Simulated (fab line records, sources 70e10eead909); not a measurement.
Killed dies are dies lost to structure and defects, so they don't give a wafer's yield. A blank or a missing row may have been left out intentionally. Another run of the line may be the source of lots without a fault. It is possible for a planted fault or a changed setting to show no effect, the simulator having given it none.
8D (eight disciplines) problem report, filled in by code + flow nandHarc + the parts of the form that need people (team, actions taken, sign-off) are left out

## 1. PROBLEM STATEMENT
At NHARC_P_GATE_DEVELOP_25, developerTempC averages 22.14 C over 6 wafers from 2 lots, while fault-free wafers read 23.01 C, standard deviation 0.1. That is -8.7 standard deviations from the usual mean.
The step: develop time 35 s.
Earliest sighting: wafer L763.1 on lithoTrack-06 at day 9 04:00. Wafers with a number at this step in the record: 39, from 13 lots. Rule for "out" (also "out of limits"): further than 4 standard deviations from the usual mean. The other wafers with a number count as sound.

## 2. WHAT THIS IS AND IS NOT
| question                    | is                     | is not                                                                                 |
|-----------------------------|------------------------|----------------------------------------------------------------------------------------|
| which readings at this step | developerTempC         | -                                                                                      |
| which lots                  | L763, L764             | L746, L747, L750, L751, L752, L753, L754, L765, L766, L767, L768                       |
| which wafers of those lots  | all that have a number | -                                                                                      |
| read on which tools         | lithoTrack-06          | lithoTrack-01, lithoTrack-04                                                           |
| when                        | from day 9 04:00       | up to then (21 sound wafers); but 12 sound wafers of L765, L766, L767, L768 came after |

## 3. THE SUSPECTS, EACH WITH WHAT RULES IT OUT
Counting: a tool stays on the suspect list if, at a process step up to the reading, it processed all lots that are out and no sound lot following the first of them.
- lithoTrack-06 at NHARC_P_GATE_DEVELOP_25 (develop time 35 s): kept. It ran every lot that is out, first L763 (day 9 04:00), and no sound lot after that; its last sound lot up to then is L754 (day 6 21:00). On those wafers its own readings are out: developerTempC.
After counting, what remains is lithoTrack-06 at NHARC_P_GATE_DEVELOP_25.

## 4. THE CAUSE (what the simulator had put in)
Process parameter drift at NHARC_P_GATE_DEVELOP_25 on lithoTrack-06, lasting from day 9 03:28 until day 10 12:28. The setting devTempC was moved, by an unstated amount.
The count eliminated every tool but this one.

## 5. THE CHAIN OF EFFECTS, in route order
One row per reading whose mean, taken over the struck wafers that have a number, lies over 3 standard deviations from the usual. Scope: only readings with a usual standard deviation given in the record; hours: median across lots of the time from each lot's start at the first step in this table that gives one to its start at this step; sigmas: change in usual standard deviations.
| hours | step                    | reading        | usual   | on struck wafers | change | sigmas |
|-------|-------------------------|----------------|---------|------------------|--------|--------|
| 0     | NHARC_P_GATE_DEVELOP_25 | developerTempC | 23.01 C | 22.14            | -0.87  | -8.7   |
It contains these process steps:
- NHARC_P_GATE_DEVELOP_25: develop time 35 s.

## 6. WHAT WOULD HAVE CAUGHT IT SOONER
In this record the first reading out of limits was taken at day 9 04:00, 1 hour after the fault began at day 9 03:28.
